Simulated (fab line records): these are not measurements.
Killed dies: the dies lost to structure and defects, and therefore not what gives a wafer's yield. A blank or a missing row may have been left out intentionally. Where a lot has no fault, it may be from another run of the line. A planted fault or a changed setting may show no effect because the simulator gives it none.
3 desks, one fault | flow n5-finfet | what lay behind the numbers comes last; until then each desk has only its own

== AT THE METROLOGY DESK ==
What the gauges read, lot by lot, whatever tool the lot ran on: means of the sampled wafers that have a number. A lot is out of limits, marked OUT, if its mean lies more than 4 standard deviations from the usual mean; the brackets give that distance. Of its 12 readings 7 are shown: the one that was out of limits first, and those that lie furthest out on some lot.
Columns: A = thk-nm at N5_BEOL_M0_SAQP_THK_MEAS_05, usual 60.3 nm; B = DIBL_N at N5_BEOL_M4_RC_MEAS_101, usual 37.3 mV/V; C = DIBL_P at N5_BEOL_M4_RC_MEAS_101, usual 37.4 mV/V; D = IOFF_P at N5_BEOL_M4_RC_MEAS_101, usual 0.25 nA/um; E = SS_N at N5_BEOL_M4_RC_MEAS_101, usual 71.8 mV/dec; F = VT_N at N5_BEOL_M4_RC_MEAS_101, usual 248 mV; G = VT_P at N5_BEOL_M4_RC_MEAS_101, usual -248 mV
lot  | first seen here | A              | B    | C    | D    | E    | F   | G
L664 | day 5 19:56     | 61.3           | 36.8 | 37.0 | 0.26 | 71.8 | 248 | -246
L668 | day 6 11:56     | 61.0           | 39.0 | 40.3 | 0.26 | 72.1 | 246 | -249
L670 | day 6 21:32     | 59.8           | 36.4 | 36.9 | 0.25 | 71.6 | 245 | -247
L669 | day 7 05:44     | 61.3           | 34.6 | 33.6 | 0.21 | 70.8 | 250 | -250
L672 | day 7 16:48     | 60.5           | 39.7 | 40.5 | 0.29 | 72.1 | 246 | -247
L675 | day 8 07:10     | 60.9           | 40.7 | 42.1 | 0.35 | 72.3 | 242 | -242
L679 | day 9 05:34     | 95.9 (+36) OUT | 33.5 | 34.4 | 0.20 | 70.6 | 251 | -249
L680 | day 9 15:49     | 94.5 (+34) OUT | 36.5 | 37.6 | 0.25 | 71.3 | 248 | -246
Finding of this desk: L679, L680 out of limits; the first was L679 at day 9 11:08, on thk-nm at N5_BEOL_M0_SAQP_THK_MEAS_05. L664, L668, L670, L669, L672, L675 stayed within limits.

== THE DEFECT DESK ==
Lot by lot, what the route's inspections counted, given as the mean of those sampled wafers with a number. A lot is out of limits, marked OUT, if its mean lies more than 4 standard deviations from the usual mean; the brackets give that distance.
Columns: A = raw-defect-count at N5_BEOL_M0_SAQP_INSPECT_42, usual 312
lot  | first seen here | A
L664 | day 6 06:59     | 273
L668 | day 7 01:52     | 230
L670 | day 7 08:42     | 261
L669 | day 7 15:28     | 234
L672 | day 8 02:19     | 264
L675 | day 8 16:55     | 246
L679 | day 9 16:03     | 1536 (+16) OUT
L680 | day 10 02:14    | 1491 (+15) OUT
Finding of this desk: L679, L680 out of limits; the first was L679 at day 9 16:03, on raw-defect-count at N5_BEOL_M0_SAQP_INSPECT_42. L664, L668, L670, L669, L672, L675 stayed within limits.

== TOOL OWNER'S DESK, pecvd-04 ==
The tool's own readings at N5_BEOL_M0_SAQP_PECVD_04 (deposits a-Si from SiH4/He, target thk 60 nm, time 60.2 s): means of the sampled wafers that have a number, for each lot that ran on this tool. A lot is out of limits, marked OUT, if its mean lies more than 4 standard deviations from the usual mean; the brackets give that distance.
Columns: A = heater-power-w at N5_BEOL_M0_SAQP_PECVD_04, usual 568 W; B = showerhead-plenum-p-Torr at N5_BEOL_M0_SAQP_PECVD_04, usual 5.67 Torr; C = throttle-valve-pct at N5_BEOL_M0_SAQP_PECVD_04, usual 18.0 %
lot  | first seen here | A   | B    | C
L668 | day 6 20:33     | 584 | 5.68 | 17.7
L669 | day 7 10:37     | 559 | 5.69 | 18.1
L672 | day 7 21:35     | 573 | 5.66 | 17.7
L679 | day 9 11:04     | 587 | 5.67 | 17.7
L680 | day 9 21:28     | 524 | 5.69 | 18.3
This desk's finding: nothing out of limits on any of the 5 lots.

== TAKEN TOGETHER ==
An alarm was possible from the metrology desk at day 9 11:08, on L679, L680.
The defect desk could have raised an alarm at day 9 16:03, on L679, L680.
The tool owner's desk saw nothing out of limits.
The tool owner's desk has L679, L680 on record, within its limits.
Every lot named ran N5_BEOL_M0_SAQP_PECVD_04 on pecvd-04.

== WHAT HAD BEEN PUT IN BY THE SIMULATOR ==
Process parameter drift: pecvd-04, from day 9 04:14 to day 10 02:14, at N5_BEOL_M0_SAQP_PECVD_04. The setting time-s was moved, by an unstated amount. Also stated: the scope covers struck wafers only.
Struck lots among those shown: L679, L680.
Hours from the fault's start to each desk's first reading out of limits: the metrology desk, 7; the defect desk, 12.
